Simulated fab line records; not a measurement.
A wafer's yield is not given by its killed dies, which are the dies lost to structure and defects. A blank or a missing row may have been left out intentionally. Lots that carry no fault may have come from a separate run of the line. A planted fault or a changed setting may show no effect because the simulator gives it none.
Matching of chambers :: flow nand harc :: NHARC_P_BONDPAD_DEP_00 on pecvd-03: 3 sister chambers
The step deposits SiCN, target thk 250 nm. 18 wafers are shown with their chamber, then 9 later ones without.

WAFERS PAIRED WITH THEIR CHAMBERS
wafer: L075.1
chamber: 0
heater power w (W): 466
heater power outer w (W): 320

wafer: L075.2
chamber: 2
heater power w (W): 643
heater power outer w (W): 368

wafer: L075.6
chamber: 2
heater power w (W): 513
heater power outer w (W): 284

wafer: L078.1
chamber: 2
heater power w (W): 612
heater power outer w (W): 351

wafer: L078.2
chamber: 0
heater power w (W): 455
heater power outer w (W): 310

wafer: L078.5
chamber: 1
heater power w (W): 536
heater power outer w (W): 335

wafer: L080.1
chamber: 2
heater power w (W): 542
heater power outer w (W): 295

wafer: L080.4
chamber: 0
heater power w (W): 514
heater power outer w (W): 345

wafer: L080.6
chamber: 1
heater power w (W): 580
heater power outer w (W): 361

wafer: L081.1
chamber: 0
heater power w (W): 468
heater power outer w (W): 312

wafer: L081.2
chamber: 1
heater power w (W): 550
heater power outer w (W): 340

wafer: L081.5
chamber: 0
heater power w (W): 481
heater power outer w (W): 321

wafer: L086.1
chamber: 1
heater power w (W): 573
heater power outer w (W): 356

wafer: L086.2
chamber: 0
heater power w (W): 489
heater power outer w (W): 340

wafer: L086.4
chamber: 0
heater power w (W): 506
heater power outer w (W): 337

wafer: L090.2
chamber: 0
heater power w (W): 490
heater power outer w (W): 324

wafer: L090.4
chamber: 0
heater power w (W): 503
heater power outer w (W): 345

wafer: L090.6
chamber: 1
heater power w (W): 575
heater power outer w (W): 355

SIGNATURES (averages over the wafers above)
reading: heater power w
chamber 0: 485.78
chamber 1: 562.80
chamber 2: 577.50
scatter within a chamber: 32.2

reading: heater power outer w
chamber 0: 328.22
chamber 1: 349.40
chamber 2: 324.50
scatter within a chamber: 21.8
Rule: for a wafer and a chamber, the distance is found by dividing, reading by reading, the gap between the wafer's reading and the chamber's mean by the reading's scatter, squaring, summing and taking the root. If the next closest chamber is less than 2 further off than the closest, the wafer can't be placed; otherwise it belongs to the closest. The scatter: take each reading less its chamber's mean, square it, sum over the shown wafers, divide by the number of wafers less the number of chambers, and take the root.

WAFERS MISSING THEIR CHAMBER
wafer: L093.1
heater power w (W): 561
heater power outer w (W): 324

wafer: L093.2
heater power w (W): 529
heater power outer w (W): 305

wafer: L093.3
heater power w (W): 460
heater power outer w (W): 311

wafer: L094.3
heater power w (W): 574
heater power outer w (W): 369

wafer: L094.4
heater power w (W): 430
heater power outer w (W): 285

wafer: L094.6
heater power w (W): 583
heater power outer w (W): 372

wafer: L095.3
heater power w (W): 596
heater power outer w (W): 377

wafer: L095.5
heater power w (W): 518
heater power outer w (W): 352

wafer: L095.6
heater power w (W): 472
heater power outer w (W): 283

WHICH CHAMBER EACH ONE RAN IN
wafer: L093.1
from the rows above: can't be placed: 2 or 1 or 0
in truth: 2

wafer: L093.2
from the rows above: can't be placed: 0 or 2 or 1
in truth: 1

wafer: L093.3
from the rows above: 0
in truth: 0

wafer: L094.3
from the rows above: can't be placed: 1 or 2
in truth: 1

wafer: L094.4
from the rows above: 0
in truth: 0

wafer: L094.6
from the rows above: can't be placed: 1 or 2
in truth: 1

wafer: L095.3
from the rows above: can't be placed: 1 or 2
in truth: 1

wafer: L095.5
from the rows above: can't be placed: 1 or 0 or 2
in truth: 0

wafer: L095.6
from the rows above: can't be placed: 0 or 2
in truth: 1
2 of 9 placed correctly. Unplaceable from these rows: 7, with the true chamber sitting among the candidates in 6. Wrongly placed: 0.
